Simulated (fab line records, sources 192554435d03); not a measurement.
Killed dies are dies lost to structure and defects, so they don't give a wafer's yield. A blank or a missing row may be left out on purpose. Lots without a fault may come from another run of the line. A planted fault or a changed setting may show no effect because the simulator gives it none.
One fault seen from 2 desks | flow n5_finfet | each desk has only its own numbers; what lay behind them comes last

THE TOOL OWNER'S DESK: arfi_scanner-02
The tool's own readings at N5_BEOL_M11_EXPOSE_08 (exposes mask M11): means of the sampled wafers that have a number, for each lot that ran on this tool. A lot is out of limits, marked OUT, if its mean lies more than 4 standard deviations from the usual mean; the brackets give that distance.
Columns: A = exposure_dose_mJ_cm2 at N5_BEOL_M11_EXPOSE_08, usual 53.71; B = reticle_temp_C at N5_BEOL_M11_EXPOSE_08, usual 22.99 C; C = stage_vel_mm_s at N5_BEOL_M11_EXPOSE_08, usual 500.03 mm/s
lot  | first seen here | A                       | B     | C
L234 | day 10 02:24    | 53.72                   | 22.97 | 500.36
L235 | day 10 16:54    | 53.73                   | 23.01 | 499.89
L242 | day 12 12:18    | 53.72                   | 23.02 | 500.20
L247 | day 13 23:58    | 58.64 (+99 or more) OUT | 23.00 | 500.31
L250 | day 14 16:45    | 57.61 (+83) OUT         | 23.07 | 499.92
This desk's finding: out of limits on L247, L250; first on L247, day 13 23:58 (exposure_dose_mJ_cm2 at N5_BEOL_M11_EXPOSE_08). In limits: L234, L235, L242.

THE METROLOGY DESK
What the gauges read, lot by lot, whatever tool the lot ran on: means of the sampled wafers that have a number. A lot is out of limits, marked OUT, if its mean lies more than 4 standard deviations from the usual mean; the brackets give that distance.
Columns: A = M10_THK at N5_BEOL_M10_THK_MEAS_53, usual 133.5 nm; B = cd_nm at N5_BEOL_M11_CD_MEAS_11, usual 63.8 nm; C = cd_nm at N5_BEOL_M11_CD_MEAS_18, usual 69.5 nm
lot  | first seen here | A     | B               | C
L234 | day 9 22:14     | 135.4 | 64.1            | 69.6
L235 | day 10 13:53    | 133.6 | 63.2            | 69.1
L236 | day 10 22:15    | 137.4 | 64.4            | 70.1
L240 | day 11 18:40    | 130.9 | 64.0            | 69.9
L242 | day 12 10:10    | 128.1 | 63.9            | 69.3
L247 | day 13 20:51    | 134.2 | 68.8 (+9.0) OUT | 74.1 (+8.0) OUT
L248 | day 14 01:18    | 136.3 | 64.5            | 70.4
L250 | day 14 15:20    | 131.6 | 67.2 (+6.1) OUT | 73.4 (+6.8) OUT
L252 | day 14 19:59    | 133.1 | 63.4            | 69.2
L253 | day 14 23:29    | 131.6 | 63.6            | 69.8
This desk's finding: out of limits on L247, L250; first on L247, day 14 00:05 (cd_nm at N5_BEOL_M11_CD_MEAS_11). In limits: L234, L235, L236, L240, L242, L248, L252, L253.

PUT TOGETHER
The tool owner's desk could have raised an alarm at day 13 23:58, on L247, L250.
The metrology desk could have raised an alarm at day 14 00:05, on L247, L250.
Of the lots named, all ran N5_BEOL_M11_EXPOSE_08 on arfi_scanner-02.

WHAT THE SIMULATOR HAD PUT IN
Process parameter drift: arfi_scanner-02, from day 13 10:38 on, at N5_BEOL_M11_EXPOSE_08. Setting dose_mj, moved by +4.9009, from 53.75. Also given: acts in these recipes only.
Lots struck among those shown: L247, L250.
Hours from the fault's start to each desk's first reading out of limits: the tool owner's desk, 13; the metrology desk, 13.
